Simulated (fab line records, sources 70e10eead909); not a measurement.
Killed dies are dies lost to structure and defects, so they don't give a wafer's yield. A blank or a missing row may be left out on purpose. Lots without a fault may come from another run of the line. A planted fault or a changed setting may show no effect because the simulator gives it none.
Which tool did it? | flow nand_harc | 13 lots, 39 wafers sampled, at 5 steps of a route of 1302

WHAT THE GAUGES READ, wafer by wafer
NHARC_END_SORT_01.
lot  | measured     | on        | killed_at_array | killed_at_other | killed_at_periphery | killed_dies | killed_open | killed_short
L449 | day 26 00:31 | prober-01 | 28 26 32        | 1 0 1           | 1 4 2               | 30 30 35    | 3 7 3       | 1 0 4
L457 | day 29 20:44 | prober-01 | 32 46 32        | 0 0 0           | 5 9 7               | 37 55 39    | 1 3 1       | 2 2 3
L458 | day 30 05:19 | prober-02 | 38 44 34        | 0 0 1           | 2 0 2               | 40 44 37    | 6 6 4       | 1 3 3

WHICH TOOL RAN EACH LOT (tool, then ch and the chambers of the sampled wafers, then the start)
lot  | NHARC_A_CONTACT_DEP_85          | NHARC_A_CONTACT_ETCH_138             | NHARC_A_CONTACT_ETCH_139             | NHARC_A_CONTACT_CMP_20
L445 | pecvd-04 ch 0,1,2, day 22 23:14 | har_cap_etch-01 ch 0,1, day 23 02:08 | har_cap_etch-01 ch 0,1, day 23 02:25 | cmp-01 ch 2,3, day 23 05:13
L443 | pecvd-03 ch 1,2, day 23 00:59   | har_cap_etch-02 ch 0,1, day 23 04:10 | har_cap_etch-02 ch 0,1, day 23 04:26 | cmp-03 ch 0,1,2, day 23 07:32
L446 | pecvd-04 ch 1,2, day 23 03:34   | har_cap_etch-01 ch 0,1, day 23 06:41 | har_cap_etch-01 ch 0,1, day 23 06:58 | cmp-03 ch 1,3, day 23 09:47
L449 | pecvd-04 ch 1,2, day 23 19:09   | har_cap_etch-02 ch 0,1, day 23 22:04 | har_cap_etch-02 ch 0,1, day 23 22:20 | cmp-02 ch 0,2,3, day 24 01:09
L448 | pecvd-02 ch 0,1, day 24 01:19   | har_cap_etch-01 ch 0,1, day 24 04:22 | har_cap_etch-01 ch 0,1, day 24 04:38 | cmp-02 ch 1,2,3, day 24 07:28
L453 | pecvd-04 ch 0,1, day 25 15:23   | har_cap_etch-03 ch 0,1, day 25 18:31 | har_cap_etch-03 ch 0,1, day 25 18:47 | cmp-02 ch 0,1,3, day 25 21:39
L451 | pecvd-03 ch 0,1,2, day 25 23:10 | har_cap_etch-02 ch 0,1, day 26 02:23 | har_cap_etch-02 ch 0,1, day 26 02:39 | cmp-03 ch 1,2, day 26 06:26
L452 | pecvd-03 ch 1,2, day 26 04:17   | har_cap_etch-03 ch 0,1, day 26 07:18 | har_cap_etch-03 ch 0,1, day 26 07:35 | cmp-02 ch 0,2,3, day 26 11:10
L450 | pecvd-02 ch 1,2, day 26 04:31   | har_cap_etch-02 ch 0,1, day 26 07:38 | har_cap_etch-02 ch 0,1, day 26 07:55 | cmp-03 ch 0,2,3, day 26 10:53
L457 | pecvd-03 ch 0,1, day 27 17:09   | har_cap_etch-01 ch 0, day 27 20:12   | har_cap_etch-01 ch 0, day 27 20:28   | cmp-01 ch 2,3, day 27 23:44
L458 | pecvd-04 ch 0,1,2, day 28 00:42 | har_cap_etch-01 ch 0,1, day 28 03:50 | har_cap_etch-01 ch 0,1, day 28 04:07 | cmp-02 ch 0,1, day 28 06:54
L463 | pecvd-04 ch 0,1,2, day 29 17:31 | har_cap_etch-02 ch 0,1, day 29 20:32 | har_cap_etch-02 ch 0,1, day 29 20:49 | cmp-03 ch 0,1,2, day 29 23:37
L464 | pecvd-03 ch 0,1,2, day 32 01:44 | har_cap_etch-02 ch 0,1, day 32 04:51 | har_cap_etch-02 ch 0,1, day 32 05:07 | cmp-01 ch 1,2, day 32 08:04
- NHARC_A_CONTACT_DEP_85: deposits SiON, target thk 60 nm.
- NHARC_A_CONTACT_ETCH_138: etches the open film in C4F8/O2/Ar, time 311 s, target depth 1914 nm.
- NHARC_A_CONTACT_ETCH_139: etches the open film in C4F8/O2/Ar, time 195 s, target depth 840 nm.
- NHARC_A_CONTACT_CMP_20: polishes, t overpolish 30 s, target thk 300 nm.

WHAT THE TOOLS THEMSELVES READ (means of the sampled wafers that have a number; where no wafer has one, the mark that the record gives instead)
NHARC_A_CONTACT_DEP_85.
lot  | tool     | heater_power_w (W)
L445 | pecvd-04 | 787
L443 | pecvd-03 | 663
L446 | pecvd-04 | 703
L449 | pecvd-04 | 736
L448 | pecvd-02 | 682
L453 | pecvd-04 | 884
L451 | pecvd-03 | 703
L452 | pecvd-03 | 801
L450 | pecvd-02 | 648
L457 | pecvd-03 | 644
L458 | pecvd-04 | 794
L463 | pecvd-04 | 815
L464 | pecvd-03 | 694

NHARC_A_CONTACT_CMP_20.
lot  | tool   | motor_current_A (A) | overpolish_run_s (s) | time_to_endpoint_s (s)
L445 | cmp-01 | 11.1                | 29.999               | 55.2
L443 | cmp-03 | 12.0                | 30.003               | 61.4
L446 | cmp-03 | 11.8                | 30.003               | 59.2
L449 | cmp-02 | 11.2                | 30.001               | 60.1
L448 | cmp-02 | 11.6                | 29.992               | 57.0
L453 | cmp-02 | 11.9                | 30.002               | 57.6
L451 | cmp-03 | 11.0                | 30.009               | 60.3
L452 | cmp-02 | 11.6                | 30.003               | 56.6
L450 | cmp-03 | 11.8                | 30.002               | 60.6
L457 | cmp-01 | 10.9                | 29.999               | 60.1
L458 | cmp-02 | 11.8                | 29.998               | 55.9
L463 | cmp-03 | 11.8                | 30.001               | 51.2
L464 | cmp-01 | 12.3                | 30.008               | 56.8

THE ANSWER, worked out from the rows above alone
Rule: what is usual is taken from the lots themselves. Put in order of their means at a reading, lots are off if they are a third of the lots or fewer, leave a main group of 4 or more, and stand apart from it by a gap of 3 or more times the standard deviation of the main group's means; of several such gaps the widest counts. A main group whose means are all the same, to the digits that the tables above print for the reading, isn't used. A lot without any number at a reading at which 4 lots or more have one is off too. The other lots that the step has rows for count as sound. The gauges are gone through in route order, then the tools' own readings, and for those a lot's mean is taken as printed above. The first step at which some lot is off is used, and at that step the reading that is off furthest; a lot without a number counts as furthest.
No lot is off at any reading shown: from this, nothing can be told.

WHAT THE SIMULATOR HAD PUT IN
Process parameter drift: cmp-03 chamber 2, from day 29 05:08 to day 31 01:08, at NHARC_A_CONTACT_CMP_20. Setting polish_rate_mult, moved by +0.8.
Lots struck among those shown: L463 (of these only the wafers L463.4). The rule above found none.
